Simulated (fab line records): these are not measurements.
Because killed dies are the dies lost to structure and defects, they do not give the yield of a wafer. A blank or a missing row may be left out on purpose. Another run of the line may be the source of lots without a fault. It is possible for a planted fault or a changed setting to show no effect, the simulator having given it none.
fab line records	flow n5-finfet
record: lots: 5	wafers: 15	last-day: 15
route steps=1938 shown STI_FIN_REVEAL@192 DUMMY_GATE@212 BEOL_M4@1111
lots that met no fault: taken from a fault-free run of the same line
start-h: the number of hours between the record's first day and the start of the first shown wafer of the lot	wait-h: hours since the lot's step before	" identical to the entry in the row above	L1.1+2: several wafers, shown together as one row	- value missing, or start not given	* or withheld: withheld	< > ~ a bound
route shown NAME@n: a module of which the file shows steps, and the number in the route of the first	usual: mean/standard deviation of fault-free wafers	same: alike in all rows	chamber/n: place in a boat	sites: per-site readings	_std_site: how widely they spread, as a standard deviation	_edge_site: mean of outer sites minus mean of inner sites	radius-mm: how far each site lies from the wafer's centre	mask NAME#n: copy n	behind: the most recent tool/chamber to have shaped the wafer	hold: what put the lot on hold/how long, in hours/how the hold closed	device: the transistor (n, p or np) that didn't switch	end of line: tests run on the same wafers once the route is complete	a step given without rows: its recipe and nothing more	killed: the dies lost at the first sort to structure and to defects; this is not the yield of the wafer	map: dies across one wafer; x = killed, . = not, _ = none there
set.NAME: the setting as run; set.NAME@STEP: as run at that earlier step	model.NAME: the simulator's own value behind a step, which no gauge read
lots at selected steps of the route; one table per step, one row per wafer
services: when a tool's chamber went out of use (start-h, in hours from the record's first day, below 0 if earlier), for how many hours, and the reason
== steps ==
step: N5_STI_FIN_REVEAL_PRECLEAN_25
recipe: chemistry: SPM	time-s: 90	temp-c: 120	mix: 4:1
step: N5_STI_FIN_REVEAL_PRECLEAN_26
recipe: chemistry: SC1	time-s: 45	temp-c: 46	mix: 1:2:100
step: N5_STI_FIN_REVEAL_PRECLEAN_29
recipe: chemistry: DHF	time-s: 30	temp-c: 25	dilution: 300:1
step: N5_STI_FIN_REVEAL_SRD_12
recipe: time-s: 30	temp-c: 23	rinse-liquid: diw	dry: ipa-marangoni
step: N5_STI_FIN_REVEAL_RECESS_09
recipe: chemistry: HF/NH3	target: SiO2	afs-cycles: 11	target-depth-a: 425	temp-c: 30	sublimation-temp-c: 180	sublimation-time-s: 60
usual: drypump-motor-current-A: 5.6/0.38	sublimation-temp-c: 180.03/0.15
lot.wafer	tool	chamber	start-h	wait-h	drypump-motor-current-A	sublimation-temp-c
L876.1	vapor-etch-01	1	34.29	0.0	5.1	180.11
L876.4	"	1	35.88	1.6	5.1	180.31
L876.5	"	1	"	"	5.2	180.04
L877.1	vapor-etch-01	1	40.15	0.0	5.1	180.16
L877.2	"	1	"	"	5.1	180.35
L877.5	"	1	42.27	2.1	5.1	180.32
L878.1	vapor-etch-02	1	47.94	0.0	6.1	179.89
L878.3	"	1	"	"	6.1	179.74
L878.5	"	0	"	"	5.6	179.79
L879.1	vapor-etch-02	1	54.44	0.0	6.1	179.98
L879.3	"	0	"	"	5.6	180.05
L879.5	"	0	"	"	5.6	180.01
L887.1	vapor-etch-01	1	101.52	0.0	5.1	179.94
L887.2	"	0	"	"	5.3	179.89
L887.3	"	0	"	"	5.3	179.91
step: N5_STI_FIN_REVEAL_STRIP_16
recipe: chemistry: H3PO4	material: SiNx	temp-c: 165	target-depth-a: 238	overetch-fraction: 0.4964	dry: ipa-marangoni
step: N5_STI_FIN_REVEAL_PRECLEAN_17
recipe: chemistry: NF3:NH3	afs-cycles: 1	temp-c: 30	time-s: 20	sublimation-temp-c: 180	sublimation-time-s: 60	pressure-torr: 3	rf-power-w: 30
step: N5_STI_FIN_REVEAL_ETCH_34
recipe: chemistry: H2	mode: isotropic	material: Si	target: Si	target-depth-a: 9.7	temp-c: 20	pressure-mtorr: 4.5	icp-w: 300	bias-w: 0	h2-flow-sccm: 7.5	he-flow-sccm: 142.5
usual: drypump-motor-current-A: 5.9/0.4	oes-product-au: 1.005/0.016	throttle-valve-pct: 25.9/0.3
lot.wafer	tool	chamber	start-h	wait-h	drypump-motor-current-A	oes-product-au	rf-hours-counter-h	throttle-valve-pct
L876.1	rie-si-06	3	37.98	0.2	6.2	1.023	62	25.5
L876.4	"	0	"	"	6.3	0.998	131	25.9
L876.5	"	3	"	"	6.2	1.022	-	25.5
L877.1	rie-si-04	3	43.86	0.2	5.9	0.989	100	26.1
L877.2	"	0	"	"	4.9	0.996	126	26.0
L877.5	"	3	"	"	5.9	0.996	-	26.1
L878.1	rie-si-06	1	50.03	0.2	6.2	1.000	26	26.0
L878.3	"	0	"	"	6.3	0.988	131	26.0
L878.5	"	3	"	"	6.2	1.008	-	25.5
L879.1	rie-si-06	0	56.54	0.2	6.3	0.996	132	25.9
L879.3	"	1	"	"	6.2	1.001	27	26.1
L879.5	"	1	"	"	6.2	0.997	-	26.1
L887.1	rie-si-04	2	103.64	0.2	5.6	0.958	125	25.9
L887.2	"	0	"	"	4.9	0.997	127	26.0
L887.3	"	3	"	"	5.9	0.986	101	26.1
step: N5_STI_FIN_REVEAL_OXIDATION_31
recipe: chemistry: O2_PLASMA_REMOTE	temp-c: 150	time-s: 20	pressure-mtorr: 1000	source-power-w: 2000	o2-flow-sccm: 3000
usual: drypump-motor-current-A: 6.4/0.39	heater-power-w: 145/14
same: time-s: 20
lot.wafer	tool	chamber	start-h	wait-h	drypump-motor-current-A	heater-power-w	rf-hours-counter-h
L876.1	plasma-asher-01	1	38.04	0.0	6.8	128	31
L876.4	"	1	"	"	6.8	131	-
L876.5	"	0	"	"	6.0	160	-
L877.1	plasma-asher-01	0	43.92	0.0	6.0	160	32
L877.2	"	1	"	"	6.8	130	32
L877.5	"	1	"	"	6.9	131	-
L878.1	plasma-asher-01	1	50.09	0.0	6.8	126	33
L878.3	"	0	"	"	6.0	156	-
L878.5	"	0	"	"	6.0	165	-
L879.1	plasma-asher-01	0	56.60	0.0	6.0	157	35
L879.3	"	0	"	"	6.0	157	-
L879.5	"	0	"	"	6.0	162	-
L887.1	plasma-asher-01	0	103.77	0.1	6.0	158	45
L887.2	"	1	"	"	6.8	128	45
L887.3	"	1	"	"	6.8	130	-
step: N5_STI_FIN_REVEAL_PRECLEAN_32
recipe: chemistry: NF3:NH3	afs-cycles: 1	temp-c: 30	time-s: 20	sublimation-temp-c: 180	sublimation-time-s: 60	pressure-torr: 3	rf-power-w: 30
step: N5_STI_FIN_REVEAL_STRIP_35
recipe: chemistry: H3PO4	material: Si3N4	temp-c: 165	target-depth-a: 40	time-s: 39
step: N5_STI_FIN_REVEAL_SRD_21
recipe: dry: ipa-marangoni	time-s: 30	temp-c: 23	rinse-liquid: diw
step: N5_STI_FIN_REVEAL_OXIDATION_33
recipe: chemistry: O2_PLASMA_REMOTE	temp-c: 150	time-s: 20	pressure-mtorr: 1000	source-power-w: 2000	o2-flow-sccm: 3000
usual: drypump-motor-current-A: 6.4/0.39	heater-power-w: 145/14
lot.wafer	tool	chamber	start-h	wait-h	drypump-motor-current-A	heater-power-w	rf-hours-counter-h
L876.1	plasma-asher-02	0	38.44	0.1	6.5	157	73
L876.4	"	0	"	"	6.5	162	-
L876.5	"	1	"	"	5.9	144	-
L877.1	plasma-asher-01	0	44.37	0.1	6.0	162	32
L877.2	"	1	"	"	6.8	130	32
L877.5	"	0	"	"	6.0	160	-
L878.1	plasma-asher-01	0	50.48	0.0	6.0	161	33
L878.3	"	1	"	"	6.8	128	-
L878.5	"	1	"	"	6.8	129	-
L879.1	plasma-asher-01	1	56.95	0.0	6.8	132	35
L879.3	"	0	"	"	6.0	160	-
L879.5	"	0	"	"	6.0	155	-
L887.1	plasma-asher-01	1	104.13	0.0	6.8	132	45
L887.2	"	0	"	"	6.1	155	45
L887.3	"	0	"	"	6.0	162	-
step: N5_STI_FIN_REVEAL_CLEAN_19
recipe: chemistry: O3/DIW	temp-c: 25	time-s: 120	o3-ppm: 10
step: N5_STI_FIN_REVEAL_SRD_23
recipe: dry: ipa-marangoni	time-s: 30	temp-c: 23	rinse-liquid: diw
step: N5_STI_FIN_REVEAL_CD_MEAS_22
recipe: target-cd-nm: 6.238	pitch-nm: 28	polarity: line
usual: cd-nm: 6.20/0.27
lot.wafer	tool	chamber	start-h	wait-h	cd-nm
L876.1	cd-sem-01	-	38.61	0.0	6.08
L876.4	"	-	"	"	6.21
L876.5	"	-	"	"	6.63
L877.1	cd-sem-03	-	44.53	0.0	6.42
L877.2	"	-	"	"	6.35
L877.5	"	-	"	"	6.15
L878.1	cd-sem-02	-	50.64	0.0	6.61
L878.3	"	-	"	"	7.06
L878.5	"	-	"	"	6.28
L879.1	cd-sem-03	-	57.11	0.0	6.53
L879.3	"	-	"	"	6.12
L879.5	"	-	"	"	6.37
L887.1	cd-sem-01	-	104.30	0.0	6.99
L887.2	"	-	"	"	5.87
L887.3	"	-	"	"	5.89
step: N5_STI_FIN_REVEAL_FIN_H_MEAS_10
usual: trench-depth-nm: 52.0/0.5
lot.wafer	tool	chamber	start-h	wait-h	trench-depth-nm
L876.1	ocd-02	-	38.64	0.0	52.3
L876.4	"	-	"	"	52.0
L876.5	"	-	"	"	51.9
L877.1	ocd-01	-	44.56	0.0	52.4
L877.2	"	-	"	"	52.5
L877.5	"	-	"	"	52.5
L878.1	ocd-01	-	50.67	0.0	52.0
L878.3	"	-	"	"	52.1
L878.5	"	-	"	"	51.6
L879.1	ocd-01	-	57.14	0.0	52.1
L879.3	"	-	"	"	51.6
L879.5	"	-	"	"	51.9
L887.1	ocd-02	-	104.33	0.0	52.4
L887.2	"	-	"	"	52.7
L887.3	"	-	"	"	52.4
step: N5_STI_FIN_REVEAL_PRECLEAN_18
recipe: chemistry: SC2	time-s: 45	temp-c: 35	mix: 1:1:50
step: N5_STI_FIN_REVEAL_SRD_28
recipe: dry: ipa-marangoni	time-s: 30	temp-c: 23	rinse-liquid: diw
step: N5_STI_FIN_REVEAL_INSPECT_13
recipe: inspect-instrument: darkfield	mode: post-clean
usual: raw-defect-count: 12/4.7
lot.wafer	tool	chamber	start-h	wait-h	raw-defect-count
L876.1	defect-inspect-01	-	38.72	0.0	12
L876.4	"	-	"	"	14
L876.5	"	-	"	"	8
L877.1	defect-inspect-02	-	44.65	0.0	13
L877.2	"	-	"	"	9
L877.5	"	-	"	"	15
L878.1	defect-inspect-02	-	50.76	0.0	12
L878.3	"	-	"	"	6
L878.5	"	-	"	"	11
L879.1	defect-inspect-02	-	57.23	0.0	11
L879.3	"	-	"	"	12
L879.5	"	-	"	"	14
L887.1	defect-inspect-01	-	104.42	0.0	9
L887.2	"	-	"	"	7
L887.3	"	-	"	"	16
step: N5_DUMMY_GATE_PRECLEAN_00
recipe: chemistry: O3/DIW	time-s: 60	temp-c: 22	o3-ppm: 10
step: N5_DUMMY_GATE_SRD_01
recipe: time-s: 30	temp-c: 23	rinse-liquid: diw	dry: ipa-marangoni
step: N5_DUMMY_GATE_ALD_02
recipe: material: SiO2	target-thk-a: 20	temp-c: 300	ald-precursor-family: BDEAS	ald-co-reactant: O2-plasma	pulse-time-s: 1	pressure-torr: 2
usual: heater-power-w: 492/54	precursor-pulse-height-rel: 1.000/0.018
same: pulse-time-s: 1
lot.wafer	tool	chamber	start-h	wait-h	heater-power-w	precursor-pulse-height-rel
L876.1	ald-sin-01	3	39.08	0.3	511	1.002
L876.4	"	0	"	"	535	1.002
L876.5	"	2	"	"	451	0.988
L877.1	ald-sin-01	1	44.74	0.0	482	1.008
L877.2	"	2	"	"	451	1.012
L877.5	"	3	"	"	508	1.013
L878.1	ald-sin-04	1	50.98	0.2	511	1.007
L878.3	"	0	"	"	501	0.989
L878.5	"	1	"	"	528	1.011
L879.1	ald-sin-04	1	57.32	0.0	536	1.006
L879.3	"	3	"	"	371	1.021
L879.5	"	3	"	"	367	1.011
L887.1	ald-sin-01	0	104.63	0.1	536	0.974
L887.2	"	1	"	"	485	1.016
L887.3	"	3	"	"	505	0.983
step: N5_DUMMY_GATE_CVD_03
recipe: material: a-Si	target-thk-a: 1500	temp-c: 530	precursor: SiH4	time-s: 8042
step: N5_DUMMY_GATE_PRECLEAN_46
recipe: chemistry: DIW	time-s: 89.5	temp-c: 23
step: N5_DUMMY_GATE_SRD_47
recipe: dry-time-s: 32	dry: n2-spin	spin-rpm: 1500
step: N5_DUMMY_GATE_CMP_04
recipe: material: a-Si	post-cmp-clean: alkaline-brush
usual: motor-current-A: 10.0/0.96	time-to-endpoint-s: 13.9/2.4
lot.wafer	tool	chamber	start-h	wait-h	motor-current-A	time-to-endpoint-s
L876.4	cmp-03	1	44.75	0.0	9.7	14.1
L876.1	"	2	"	"	9.8	10.9
L876.5	"	2	"	"	10.3	10.8
L877.1	cmp-03	3	48.65	0.1	10.5	13.3
L877.2	"	0	"	"	10.9	12.5
L877.5	"	2	"	"	10.4	10.3
L878.3	cmp-01	2	54.82	0.0	7.9	14.9
L878.1	"	1	"	"	10.6	11.0
L878.5	"	2	"	"	8.0	13.2
L879.1	cmp-03	3	61.34	0.2	10.4	14.6
L879.3	"	1	"	"	10.0	13.0
L879.5	"	0	"	"	10.8	8.9
L887.2	cmp-01	2	108.47	0.0	8.0	11.6
L887.1	"	3	"	"	9.4	11.3
L887.3	"	0	"	"	8.7	11.5
step: N5_DUMMY_GATE_THK_MEAS_05
usual: thk-nm: 71.9/1.1
lot.wafer	tool	chamber	start-h	wait-h	thk-nm
L876.1	film-metro-01	-	44.99	0.2	72.2
L876.4	"	-	"	"	72.0
L876.5	"	-	"	"	71.2
L877.1	film-metro-01	-	48.83	0.1	73.4
L877.2	"	-	"	"	71.7
L877.5	"	-	"	"	72.2
L878.1	film-metro-02	-	55.06	0.1	70.4
L878.3	"	-	"	"	72.8
L878.5	"	-	"	"	72.6
L879.1	film-metro-02	-	61.58	0.2	70.8
L879.3	"	-	"	"	70.7
L879.5	"	-	"	"	69.7
L887.1	film-metro-02	-	108.71	0.2	70.9
L887.2	"	-	"	"	73.1
L887.3	"	-	"	"	71.4
step: N5_DUMMY_GATE_HM_DEP_06
recipe: material: SiNx	target-thk-a: 800	precursor: DCS/NH3	temp-c: 700	pressure-mtorr: 300	time-s: 5141
step: N5_DUMMY_GATE_PECVD_30
recipe: material: SiO2	target-thk-a: 550	temp-c: 400	precursor: TEOS/O2	pressure-torr: 6.5	rf-w: withheld	teos-flow-sccm: withheld	gas: O2	flow-sccm: 2650	time-s: 10.8
step: N5_DUMMY_GATE_COAT_34
recipe: resist: SOC	temp-c: 250	time-s: 60	spin-rpm: 1500	resist-thk-nm: 60
step: N5_DUMMY_GATE_COAT_35
recipe: resist: SiARC	temp-c: 220	time-s: 60	spin-rpm: 1500	resist-thk-nm: 10
step: N5_DUMMY_GATE_COAT_28
recipe: resist: underlayer	temp-c: 205	time-s: 60	spin-rpm: 1500	resist-thk-nm: 10
step: N5_DUMMY_GATE_COAT_09
recipe: resist: CAR-EUV	spin-rpm: 1500	resist-thk-nm: 30
step: N5_DUMMY_GATE_EBR_11
recipe: solvent: PGMEA	ebr-width-mm: 1.5
step: N5_DUMMY_GATE_SOFTBAKE_10
recipe: temp-c: 110	time-s: 60	resist: CAR-EUV
step: N5_DUMMY_GATE_EXPOSE_12
recipe: mask-id: GATE	na: 0.33	source-shape: annular	sigma-inner: 0.2	sigma-outer: 0.6	polarization: unpolarized	target-cd-nm: 25	dose-mj: 34
step: N5_DUMMY_GATE_PEB_13
recipe: peb-temp-c: 100	peb-time-s: 60	resist: CAR-EUV
step: N5_DUMMY_GATE_DEVELOP_14
recipe: develop-time-s: 30	developer: TMAH	resist: CAR-EUV	rinse-liquid: surfactant-rinse	dry: air-spin	dev-temp-c: 23
step: N5_DUMMY_GATE_CD_MEAS_15
recipe: target-cd-nm: 25.8	landing-energy-ev: 500	detector: se-inlens
usual: cd-nm: 24.99/0.23
lot.wafer	tool	chamber	start-h	wait-h	cd-nm
L876.1	cd-sem-01	0	51.35	-	24.80
L876.4	"	0	"	"	25.09
L876.5	"	0	"	"	24.90
L877.1	cd-sem-01	0	53.24	-	24.75
L877.2	"	0	"	"	25.13
L877.5	"	0	"	"	24.95
L878.1	cd-sem-02	0	59.49	-	25.15
L878.3	"	0	"	"	24.83
L878.5	"	0	"	"	24.98
L879.1	cd-sem-03	0	65.87	-	25.47
L879.3	"	0	"	"	25.03
L879.5	"	0	"	"	24.88
L887.1	cd-sem-01	0	113.12	-	25.12
L887.2	"	0	"	"	25.40
L887.3	"	0	"	"	25.55
step: N5_DUMMY_GATE_OVL_MEAS_16
recipe: points-per-wafer: 522
usual: GATE_OVL: 0.5/0.6
lot.wafer	tool	chamber	start-h	wait-h	GATE_OVL[nm]
L876.1	overlay-01	0	51.39	0.0	1.0
L876.4	"	0	"	"	1.1
L876.5	"	0	"	"	0.4
L877.1	overlay-01	0	53.28	0.0	0.6
L877.2	"	0	"	"	1.1
L877.5	"	0	"	"	0.9
L878.1	overlay-01	0	59.53	0.0	-0.1
L878.3	"	0	"	"	-0.3
L878.5	"	0	"	"	0.8
L879.1	overlay-01	0	65.91	0.0	1.1
L879.3	"	0	"	"	-0.1
L879.5	"	0	"	"	0.1
L887.1	overlay-01	0	113.16	0.0	0.1
L887.2	"	0	"	"	1.2
L887.3	"	0	"	"	1.6
step: N5_DUMMY_GATE_INSPECT_17
recipe: mode: adi	inspect-instrument: brightfield
usual: raw-defect-count: 180/43
lot.wafer	tool	chamber	start-h	wait-h	raw-defect-count
L876.1	defect-inspect-02	-	51.45	0.1	107
L876.4	"	-	"	"	178
L876.5	"	-	"	"	172
L877.1	defect-inspect-01	-	53.34	0.1	205
L877.2	"	-	"	"	156
L877.5	"	-	"	"	197
L878.1	defect-inspect-01	-	59.59	0.1	269
L878.3	"	-	"	"	184
L878.5	"	-	"	"	189
L879.1	defect-inspect-02	-	65.97	0.1	196
L879.3	"	-	"	"	186
L879.5	"	-	"	"	176
L887.1	defect-inspect-02	-	113.22	0.1	178
L887.2	"	-	"	"	152
L887.3	"	-	"	"	118
step: N5_BEOL_M4_RC_MEAS_101
usual: DIBL_N: 35.8/1.4	DIBL_P: 35.8/1.6	IOFF_N: 0.152/0.021	IOFF_N_85C: 3.0/0.35	IOFF_N_LIN: 0.072/0.0081	IOFF_P: 0.204/0.027	IOFF_P_85C: 3.6/0.39	IOFF_P_LIN: 0.099/0.011	ION_N: 672/8.7	ION_P: 461/6.2	SS_N: 71.5/0.54	SS_P: 73.1/0.57	VT_N: 250.0/2.5	VT_N_LVT: 98.7/2.5	VT_P: -250.6/2.7
lot.wafer	tool	chamber	start-h	wait-h	DIBL_N[mV/V]	DIBL_P[mV/V]	IOFF_N[nA/um]	IOFF_N_85C[nA/um]	IOFF_N_LIN[nA/um]	IOFF_P[nA/um]	IOFF_P_85C[nA/um]	IOFF_P_LIN[nA/um]	ION_N[uA/um]	ION_P[uA/um]	SS_N[mV/dec]	SS_P[mV/dec]	VT_N[mV]	VT_N_LVT[mV]	VT_P[mV]
L876.1	prober-01	0	184.11	0.0	35.3	35.9	0.179	3.3	0.084	0.233	4.0	0.113	691	470	71.3	73.4	243.8	94.6	-246.8
L876.4	"	0	"	"	34.5	34.7	0.155	3.0	0.074	0.213	3.7	0.106	673	462	70.7	72.4	250.6	98.8	-249.4
L876.5	"	0	"	"	34.5	35.3	0.166	3.1	0.078	0.224	3.8	0.110	678	465	70.2	72.7	246.7	95.9	-247.9
L878.1	prober-02	0	191.78	0.0	36.0	36.2	0.168	3.3	0.079	0.235	4.0	0.113	683	472	71.6	74.3	246.4	96.1	-248.5
L878.3	"	0	"	"	37.6	37.8	0.195	3.7	0.087	0.260	4.4	0.119	685	470	71.6	73.6	244.0	95.2	-247.6
L878.5	"	0	"	"	36.5	36.1	0.166	3.2	0.076	0.231	3.9	0.108	668	464	71.3	73.7	246.7	98.5	-247.5
L877.1	prober-01	0	192.13	0.0	34.2	35.6	0.135	2.7	0.065	0.169	3.1	0.084	677	459	71.9	72.5	252.0	101.1	-255.8
L877.2	"	0	"	"	35.6	37.6	0.158	3.1	0.074	0.192	3.5	0.092	685	463	72.7	73.5	250.6	99.8	-253.6
L877.5	"	0	"	"	33.8	35.6	0.136	2.8	0.066	0.170	3.1	0.084	679	455	72.4	72.4	251.7	101.2	-253.4
L879.1	prober-01	0	198.42	0.0	38.4	36.1	0.174	3.4	0.081	0.258	4.3	0.122	688	475	71.2	73.6	246.6	95.0	-247.0
L879.3	"	0	"	"	38.6	36.0	0.176	3.4	0.081	0.247	4.1	0.118	694	477	71.5	73.2	250.5	96.3	-247.0
L879.5	"	0	"	"	37.8	35.3	0.165	3.3	0.078	0.242	4.0	0.116	689	472	72.0	73.5	246.7	96.6	-247.8
L887.1	prober-01	0	263.36	0.0	39.1	40.5	0.246	4.5	0.109	0.294	4.8	0.139	698	475	72.7	74.7	242.2	90.1	-247.2
L887.2	"	0	"	"	33.6	34.1	0.126	2.6	0.061	0.169	3.0	0.088	673	457	70.8	73.0	252.3	98.3	-252.8
L887.3	"	0	"	"	33.3	33.4	0.117	2.4	0.056	0.160	2.9	0.084	663	458	71.1	72.8	254.1	101.1	-251.2
== services ==
tool	chamber	start-h	hours	kind
ald-sin-04	0	13.69	4.1	repair
vapor-etch-01	0	32.42	25.3	repair
cmp-01	-	57.20	0.6	repair
ald-sin-04	-	64.94	2.8	pm
plasma-asher-02	-	74.07	0.6	repair
ald-sin-04	-	85.77	14.0	pm
ald-sin-04	0	85.77	14.0	vent-cycle
ald-sin-04	1	85.77	14.0	vent-cycle
ald-sin-04	2	85.77	14.0	vent-cycle
ald-sin-04	3	85.77	14.0	vent-cycle
ald-sin-04	0	99.77	-	clean
ald-sin-04	1	99.77	-	clean
ald-sin-04	2	99.77	-	clean
ald-sin-04	3	99.77	-	clean
plasma-asher-02	-	101.73	0.4	repair
plasma-asher-02	-	108.00	1.7	repair
== key ==
first-sign: step: N5_BEOL_M4_RC_MEAS_101	reading: IOFF_N_LIN	direction: up	sigmas: 4.6	usual: 0.072	struck: 0.109
effect: step: N5_BEOL_M4_RC_MEAS_101	reading: IOFF_N_85C	direction: up	sigmas: 4.4	usual: 3.0	struck: 4.5
effect: step: N5_BEOL_M4_RC_MEAS_101	reading: IOFF_N	direction: up	sigmas: 4.4	usual: 0.152	struck: 0.246
effect: step: N5_BEOL_M4_RC_MEAS_101	reading: IOFF_P_LIN	direction: up	sigmas: 3.7	usual: 0.099	struck: 0.139
effect: step: N5_BEOL_M4_RC_MEAS_101	reading: VT_N_LVT	direction: down	sigmas: 3.4	usual: 98.7	struck: 90.1
effect: step: N5_BEOL_M4_RC_MEAS_101	reading: IOFF_P	direction: up	sigmas: 3.3	usual: 0.204	struck: 0.294
effect: step: N5_BEOL_M4_RC_MEAS_101	reading: IOFF_P_85C	direction: up	sigmas: 3.2	usual: 3.6	struck: 4.8
effect: step: N5_BEOL_M4_RC_MEAS_101	reading: VT_N	direction: down	sigmas: 3.1	usual: 250.0	struck: 242.2
met-at N5_STI_FIN_REVEAL_OXIDATION_33
struck-wafers L887.1
onset-between 56.95 104.13
fault: kind: process-parameter-drift	tool: plasma-asher-01	chamber: -	onset-h: 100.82	steps: N5_STI_FIN_REVEAL_OXIDATION_33	channel: time-s	offset: *	shape: step	end-h: 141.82	scope: struck-wafers-only	acts-in: *	stated: *
